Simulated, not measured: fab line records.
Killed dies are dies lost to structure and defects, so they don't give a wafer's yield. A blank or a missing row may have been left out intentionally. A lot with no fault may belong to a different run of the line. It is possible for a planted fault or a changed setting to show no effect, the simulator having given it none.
The tool behind it: which one?	flow nand_harc	72 wafers from 24 lots sampled at 6 of the route's 1159 steps

WHAT THE GAUGES READ, wafer by wafer
No reading from a measuring or inspecting step in the record can be judged against a usual standard deviation.

WHICH TOOL RAN EACH LOT (tool, then ch and the chambers of the sampled wafers, then the start)
lot	NHARC_A_STAIRCASE_STRIP_476	NHARC_A_STAIRCASE_DEP_151	NHARC_A_STAIRCASE_DEP_325	NHARC_A_STAIRCASE_ETCHBACK_157	NHARC_A_SGD_CUT_ETCH_15	NHARC_A_SLIT_DEP_00
L075	rie_diel-01 ch 0,2,3, day 11 20:46	pecvd-01 ch 0,1,2, day 12 09:25	pecvd-04 ch 0,1,2, day 13 00:45	rie_diel-01 ch 0,2,3, day 13 14:01	rie_diel-06 ch 1,2,3, day 14 02:24 or earlier	acl_dep-03 ch 0, day 14 02:24
L074	rie_diel-01 ch 1,3, day 12 01:44	pecvd-04 ch 0,1,2, day 12 14:05	pecvd-04 ch 0,1,2, day 13 04:14	rie_diel-02 ch 2,3, day 13 14:17	rie_diel-07 ch 0,1,3, day 14 02:08 or earlier	acl_dep-01 ch 0, day 14 02:08
L076	rie_diel-02 ch 0,1, day 12 11:06	pecvd-01 ch 0,1,2, day 12 23:16	pecvd-01 ch 0,1, day 13 14:06	rie_diel-04 ch 1,2,3, day 14 03:08	rie_diel-07 ch 0,2,3, day 14 12:08 or earlier	acl_dep-03 ch 0, day 14 12:08
L077	rie_diel-04 ch 1,2, day 12 16:37	pecvd-01 ch 0,1,2, day 13 05:00	pecvd-03 ch 0,1,2, day 13 20:07	rie_diel-04 ch 0,1, day 14 08:03	rie_diel-07 ch 2,3, day 14 17:57 or earlier	acl_dep-02 ch 0, day 14 17:57
L078	rie_diel-02 ch 0,2, day 12 23:46	pecvd-01 ch 0,1,2, day 13 15:56	pecvd-04 ch 1,2, day 14 08:05	rie_diel-01 ch 0,2, day 14 21:22	rie_diel-07 ch 0,3, day 15 07:51 or earlier	acl_dep-01 ch 0, day 15 07:51
L080	rie_diel-02 ch 0,1,2, day 13 13:20	pecvd-04 ch 0,2, day 14 01:40	pecvd-04 ch 0,2, day 14 17:39	rie_diel-01 ch 2,3, day 15 06:28	rie_diel-08 ch 0,3, day 15 16:06 or earlier	acl_dep-01 ch 0, day 15 16:06
L079	rie_diel-04 ch 0,1,3, day 13 14:22	pecvd-01 ch 0,1,2, day 14 01:29	pecvd-03 ch 0,1,2, day 14 17:44	rie_diel-01 ch 0,1,3, day 15 06:17	rie_diel-07 ch 0,1,2, day 15 17:05 or earlier	acl_dep-03 ch 0, day 15 17:05
L082	rie_diel-02 ch 1,2, day 14 04:59	pecvd-04 ch 1,2, day 14 17:04	pecvd-01 ch 1,2, day 15 07:22	rie_diel-01 ch 1,3, day 15 19:31	rie_diel-08 ch 0,1,3, day 16 04:10 or earlier	acl_dep-01 ch 0, day 16 04:10
L081	rie_diel-02 ch 0,2,3, day 14 07:51	pecvd-01 ch 0,2, day 14 17:04	pecvd-04 ch 0,1,2, day 15 07:38	rie_diel-02 ch 0,1, day 15 19:50	rie_diel-08 ch 0,1, day 16 06:38 or earlier	acl_dep-02 ch 0, day 16 06:38
L083	rie_diel-04 ch 0,1,3, day 14 08:25	pecvd-03 ch 1,2, day 14 17:16	pecvd-03 ch 0,1, day 15 07:16	rie_diel-04 ch 0,1,2, day 15 19:09	rie_diel-06 ch 2,3, day 16 04:23 or earlier	acl_dep-03 ch 0, day 16 04:23
L084	rie_diel-02 ch 2,3, day 14 14:49	pecvd-01 ch 0,1,2, day 15 03:33	pecvd-04 ch 0,1, day 15 17:47	rie_diel-02 ch 0,2, day 16 05:39	rie_diel-06 ch 2,3, day 16 14:57 or earlier	acl_dep-03 ch 0, day 16 14:57
L085	rie_diel-01 ch 2,3, day 15 05:03	pecvd-03 ch 1,2, day 15 18:44	pecvd-04 ch 0,1, day 16 10:43	rie_diel-04 ch 0,3, day 16 22:04	rie_diel-06 ch 2,3, day 17 09:00 or earlier	acl_dep-01 ch 0, day 17 09:00
L086	rie_diel-01 ch 0,1,3, day 15 05:54	pecvd-01 ch 0,1, day 15 18:31	pecvd-03 ch 1,2, day 16 10:15	rie_diel-02 ch 0,1,2, day 16 22:22	rie_diel-06 ch 0,2,3, day 17 08:34 or earlier	acl_dep-02 ch 0, day 17 08:34
L087	rie_diel-01 ch 1,2,3, day 15 08:11	pecvd-04 ch 0,1,2, day 15 18:56	pecvd-01 ch 0,1, day 16 10:20	rie_diel-02 ch 0,2,3, day 16 22:13	rie_diel-07 ch 0,2, day 17 10:06 or earlier	acl_dep-03 ch 0, day 17 10:06
L088	rie_diel-04 ch 0,1,2, day 15 16:52	pecvd-03 ch 0,1, day 16 17:21	pecvd-01 ch 0,2, day 17 07:32	rie_diel-02 ch 0,2,3, day 17 20:29	rie_diel-06 ch 0,1,3, day 18 08:43 or earlier	acl_dep-01 ch 0, day 18 08:43
L089	rie_diel-04 ch 1,3, day 15 17:35	pecvd-01 ch 1,2, day 16 16:38	pecvd-04 ch 0,2, day 17 07:45	rie_diel-02 ch 0,2, day 17 20:19	rie_diel-06 ch 0,3, day 18 08:48 or earlier	acl_dep-02 ch 0, day 18 08:48
L091	rie_diel-01 ch 0,2, day 15 22:14	pecvd-03 ch 0,1,2, day 16 16:53	pecvd-03 ch 0,2, day 17 08:16	rie_diel-04 ch 0,2,3, day 17 21:58	rie_diel-08 ch 0,1,2, day 18 11:07 or earlier	acl_dep-02 ch 0, day 18 11:07
L090	rie_diel-01 ch 1,2, day 16 01:03	pecvd-01 ch 0,2, day 16 17:07	pecvd-03 ch 0,2, day 17 07:47	rie_diel-01 ch 0,1, day 17 20:09	rie_diel-08 ch 0,1,2, day 18 11:01 or earlier	acl_dep-01 ch 0, day 18 11:01
L092	rie_diel-04 ch 0,3, day 16 17:21	pecvd-03 ch 0,2, day 17 06:03	pecvd-03 ch 0,1,2, day 17 20:08	rie_diel-04 ch 0,1, day 18 09:14	rie_diel-08 ch 0,1,2, day 18 20:58 or earlier	acl_dep-01 ch 0, day 18 20:58
L093	rie_diel-01 ch 0,1,3, day 16 19:44	pecvd-04 ch 1,2, day 17 06:00	pecvd-01 ch 0,2, day 17 20:02	rie_diel-02 ch 1,2,3, day 18 09:07	rie_diel-07 ch 0,2,3, day 18 21:04 or earlier	acl_dep-03 ch 0, day 18 21:04
L095	rie_diel-02 ch 1,2,3, day 17 06:06	pecvd-03 ch 0,2, day 17 18:21	pecvd-01 ch 0, day 18 08:31	rie_diel-04 ch 0,1,3, day 19 01:11	rie_diel-07 ch 0,1,2, day 19 10:13 or earlier	acl_dep-01 ch 0, day 19 10:13
L094	rie_diel-01 ch 1,2,3, day 17 07:17	pecvd-04 ch 0,1,2, day 17 18:34	pecvd-04 ch 0,1,2, day 18 08:46	rie_diel-01 ch 0,2,3, day 19 00:49	rie_diel-06 ch 0,1,3, day 19 10:19 or earlier	acl_dep-02 ch 0, day 19 10:19
L096	rie_diel-04 ch 0,1,3, day 17 09:01	pecvd-01 ch 0,2, day 17 18:24	pecvd-03 ch 1,2, day 18 08:28	rie_diel-04 ch 0,1, day 19 00:38	rie_diel-08 ch 0,2,3, day 19 09:39 or earlier	acl_dep-03 ch 0, day 19 09:39
L097	rie_diel-04 ch 0,1,2, day 17 13:50	pecvd-03 ch 0,1,2, day 18 02:02	pecvd-01 ch 0,2, day 19 02:11	rie_diel-01 ch 0,2, day 19 13:54	rie_diel-07 ch 0,1, day 19 23:50 or earlier	acl_dep-02 ch 0, day 19 23:50
- NHARC_A_STAIRCASE_STRIP_476: strips in O2, time 20 s.
- NHARC_A_STAIRCASE_DEP_151: deposits SiO2, target thk 3800 nm.
- NHARC_A_STAIRCASE_DEP_325: deposits SiO2, target thk 3800 nm.
- NHARC_A_STAIRCASE_ETCHBACK_157: etches the open film in CH3F/O2, target depth 90 nm, time 167.14 s.
- NHARC_A_SGD_CUT_ETCH_15: etches the open film in CH3F/O2, target depth 75 nm, time 64.3 s.
- NHARC_A_SLIT_DEP_00: deposits aC, target thk 3200 nm.

AS READ BY THE TOOLS THEMSELVES (means over the sampled wafers that have a number; for cases with no such wafer, the mark the record gives instead)
NHARC_A_STAIRCASE_STRIP_476. Usual: drypump_motor_current_A 5.6 A, standard deviation 0.46; oes_product_au 0.997 a.u., standard deviation 0.013; rf_vpp_V 57.7 V, standard deviation 0.87; showerhead_plenum_p_Torr 3.50 Torr, standard deviation 0.16; throttle_valve_pct 17.037 %, standard deviation 0.0092.
lot	tool	drypump_motor_current_A (A)	oes_product_au (a.u.)	rf_vpp_V (V)	showerhead_plenum_p_Torr (Torr)	throttle_valve_pct (%)	flag
L075	rie_diel-01	5.6	1.001	57.5	3.52	17.036	
L074	rie_diel-01	5.2	1.005	57.4	3.64	17.035	
L076	rie_diel-02	6.3	0.995	58.0	3.35	17.028	
L077	rie_diel-04	5.7	1.013	58.1	3.54	17.029	
L078	rie_diel-02	6.1	0.983	56.8	3.29	17.041	
L080	rie_diel-02	6.1	0.989	57.7	3.31	17.042	
L079	rie_diel-04	5.5	0.996	58.6	3.61	17.035	
L082	rie_diel-02	6.1	0.977	57.9	3.33	17.036	
L081	rie_diel-02	5.7	0.989	56.5	3.29	17.041	
L083	rie_diel-04	5.5	0.993	58.5	3.61	17.045	
L084	rie_diel-02	5.6	0.983	56.7	3.28	17.044	
L085	rie_diel-01	5.4	0.999	57.2	3.41	17.040	
L086	rie_diel-01	5.4	0.993	57.5	3.57	17.037	
L087	rie_diel-01	5.5	0.999	57.5	3.56	17.028	
L088	rie_diel-04	5.5	1.006	57.6	3.57	17.045	
L089	rie_diel-04	5.8	0.998	57.0	3.56	17.040	
L091	rie_diel-01	5.9	1.004	57.6	3.60	17.043	
L090	rie_diel-01	5.9	1.008	58.0	3.64	17.033	
L092	rie_diel-04	5.2	0.995	58.0	3.64	17.035	
L093	rie_diel-01	5.4	1.001	58.3	3.56	17.044	
L095	rie_diel-02	5.8	1.008	58.0	3.49	17.033	
L094	rie_diel-01	5.5	0.997	57.9	3.55	17.045	
L096	rie_diel-04	5.5	0.993	58.3	3.59	17.035	
L097	rie_diel-04	5.5	1.014	57.2	3.56	17.038	

NHARC_A_STAIRCASE_DEP_151. Usual: heater_power_outer_w 427 W, standard deviation 79; heater_power_w 715 W, standard deviation 120.
lot	tool	heater_power_outer_w (W)	heater_power_w (W)	flag
L075	pecvd-01	508	833	
L074	pecvd-04	334	591	
L076	pecvd-01	454	759	
L077	pecvd-01	456	765	
L078	pecvd-01	481	794	
L080	pecvd-04	336	556	
L079	pecvd-01	550	877	
L082	pecvd-04	372	650	
L081	pecvd-01	490	844	
L083	pecvd-03	391	630	
L084	pecvd-01	483	799	
L085	pecvd-03	389	641	
L086	pecvd-01	480	797	
L087	pecvd-04	333	566	
L088	pecvd-03	379	692	
L089	pecvd-01	477	741	
L091	pecvd-03	373	646	
L090	pecvd-01	468	775	
L092	pecvd-03	411	674	
L093	pecvd-04	405	681	
L095	pecvd-03	414	653	
L094	pecvd-04	324	563	
L096	pecvd-01	500	857	
L097	pecvd-03	396	665	

NHARC_A_STAIRCASE_DEP_325. Usual: heater_power_outer_w 402 W, standard deviation 70; heater_power_w 681 W, standard deviation 110.
lot	tool	heater_power_outer_w (W)	heater_power_w (W)	flag
L075	pecvd-04	374	643	
L074	pecvd-04	345	599	
L076	pecvd-01	443	741	
L077	pecvd-03	384	659	
L078	pecvd-04	366	639	
L080	pecvd-04	312	552	
L079	pecvd-03	441	734	
L082	pecvd-01	501	776	
L081	pecvd-04	349	583	
L083	pecvd-03	375	702	
L084	pecvd-04	391	651	
L085	pecvd-04	375	629	
L086	pecvd-03	396	684	
L087	pecvd-01	459	771	
L088	pecvd-01	506	810	
L089	pecvd-04	305	526	
L091	pecvd-03	393	639	
L090	pecvd-03	361	616	
L092	pecvd-03	378	657	
L093	pecvd-01	496	840	
L095	pecvd-01	478	873	
L094	pecvd-04	324	562	
L096	pecvd-03	360	630	
L097	pecvd-01	447	781	

NHARC_A_STAIRCASE_ETCHBACK_157. Usual: drypump_motor_current_A 5.7 A, standard deviation 0.46; oes_product_au 0.97 a.u., standard deviation 0.035; rf_vpp_V 244.3 V, standard deviation 1.8; showerhead_plenum_p_Torr 2.45 Torr, standard deviation 0.12; throttle_valve_pct 20.661 %, standard deviation 0.0094.
lot	tool	drypump_motor_current_A (A)	oes_product_au (a.u.)	rf_vpp_V (V)	showerhead_plenum_p_Torr (Torr)	throttle_valve_pct (%)	flag
L075	rie_diel-01	5.6	0.93	244.6	2.45	20.655	
L074	rie_diel-02	5.4	0.94	241.4	2.30	20.659	
L076	rie_diel-04	5.7	1.00	244.9	2.46	20.662	
L077	rie_diel-04	5.3	1.00	245.7	2.55	20.668	
L078	rie_diel-01	5.9	1.00	245.4	2.51	20.656	
L080	rie_diel-01	5.4	0.99	243.2	2.38	20.664	
L079	rie_diel-01	5.4	0.99	244.8	2.49	20.655	
L082	rie_diel-01	5.2	0.99	244.3	2.52	20.653	
L081	rie_diel-02	6.2	0.99	242.2	2.30	20.668	
L083	rie_diel-04	5.5	1.01	244.1	2.48	20.654	
L084	rie_diel-02	5.9	0.99	245.7	2.53	20.656	
L085	rie_diel-04	5.4	0.91	245.8	2.50	20.659	
L086	rie_diel-02	6.1	1.00	243.4	2.42	20.655	
L087	rie_diel-02	5.7	1.00	244.0	2.41	20.666	
L088	rie_diel-02	5.7	1.01	243.1	2.41	20.657	
L089	rie_diel-02	6.1	1.00	243.3	2.40	20.670	
L091	rie_diel-04	5.3	0.95	244.9	2.48	20.669	
L090	rie_diel-01	5.5	0.92	245.7	2.58	20.655	
L092	rie_diel-04	5.3	1.01	246.2	2.53	20.660	
L093	rie_diel-02	5.8	0.95	244.0	2.43	20.657	
L095	rie_diel-04	5.5	0.93	244.3	2.50	20.662	
L094	rie_diel-01	5.6	0.92	244.1	2.44	20.660	
L096	rie_diel-04	5.6	0.96	244.7	2.50	20.663	
L097	rie_diel-01	5.9	0.91	245.1	2.49	20.666	

NHARC_A_SGD_CUT_ETCH_15. Usual: drypump_motor_current_A 5.8 A, standard deviation 0.6; oes_product_au 0.962 a.u., standard deviation 0.021; rf_vpp_V 264.0 V, standard deviation 1.8; showerhead_plenum_p_Torr 2.46 Torr, standard deviation 0.12; throttle_valve_pct 20.663 %, standard deviation 0.0091.
lot	tool	drypump_motor_current_A (A)	oes_product_au (a.u.)	rf_vpp_V (V)	showerhead_plenum_p_Torr (Torr)	throttle_valve_pct (%)	flag
L075	rie_diel-06	5.9	0.956	264.9	2.45	20.662	
L074	rie_diel-07	5.9	0.980	264.8	2.51	20.673	
L076	rie_diel-07	6.4	0.956	264.5	2.44	20.661	
L077	rie_diel-07	6.3	0.964	262.2	2.37	20.663	
L078	rie_diel-07	6.2	0.928	263.2	2.43	20.676	
L080	rie_diel-08	5.6	0.954	263.6	2.45	20.660	
L079	rie_diel-07	6.1	0.981	265.0	2.53	20.663	
L082	rie_diel-08	5.5	0.967	262.8	2.40	20.669	
L081	rie_diel-08	5.4	0.965	261.9	2.34	20.662	
L083	rie_diel-06	5.6	0.988	265.2	2.55	20.666	
L084	rie_diel-06	5.4	0.960	264.7	2.48	20.665	
L085	rie_diel-06	5.4	0.982	264.5	2.48	20.661	
L086	rie_diel-06	5.3	0.974	264.5	2.55	20.661	
L087	rie_diel-07	6.5	0.940	264.7	2.51	20.653	
L088	rie_diel-06	5.6	0.946	263.8	2.45	20.664	
L089	rie_diel-06	5.0	0.972	264.4	2.48	20.669	
L091	rie_diel-08	5.7	0.927	263.6	2.42	20.666	
L090	rie_diel-08	5.7	0.966	263.1	2.42	20.661	
L092	rie_diel-08	5.7	0.970	263.2	2.42	20.658	
L093	rie_diel-07	6.4	0.974	263.6	2.44	20.665	
L095	rie_diel-07	6.0	0.983	265.2	2.52	20.664	
L094	rie_diel-06	5.5	0.962	264.0	2.45	20.669	
L096	rie_diel-08	5.8	0.950	264.1	2.48	20.663	
L097	rie_diel-07	5.5	0.986	265.7	2.59	20.658	

NHARC_A_SLIT_DEP_00. Usual: throttle_valve_pct reads 34.999 % (standard deviation 0.0088).
lot	tool	throttle_valve_pct (%)	flag
L075	acl_dep-03	34.999	
L074	acl_dep-01	35.005	
L076	acl_dep-03	35.003	
L077	acl_dep-02	35.001	
L078	acl_dep-01	35.002	
L080	acl_dep-01	34.994	
L079	acl_dep-03	34.997	
L082	acl_dep-01	35.001	
L081	acl_dep-02	34.989	
L083	acl_dep-03	34.996	
L084	acl_dep-03	34.995	
L085	acl_dep-01	35.011	
L086	acl_dep-02	35.000	
L087	acl_dep-03	35.005	
L088	acl_dep-01	35.000	
L089	acl_dep-02	35.005	
L091	acl_dep-02	35.003	
L090	acl_dep-01	34.994	
L092	acl_dep-01	35.005	
L093	acl_dep-03	34.997	
L095	acl_dep-01	34.997	
L094	acl_dep-02	35.000	
L096	acl_dep-03	34.990	
L097	acl_dep-02	34.990	

THE ANSWER, worked out from the rows above alone
Rule: lot off if the mean of its wafers having a number is beyond 3 standard deviations from the usual mean. Also off: a lot with no number at a reading for which 4 or more lots have one. Any other lot the step has rows for is counted as sound. Order of review: gauges by route order, followed by the tools' own readings, for which a lot's mean as printed above is used. The first step at which some lot is off is used, and at that step the reading that is off furthest; a lot without a number counts as furthest.
Nothing can be told from this: no lot is off at any reading shown.

WHAT WAS PUT IN BY THE SIMULATOR
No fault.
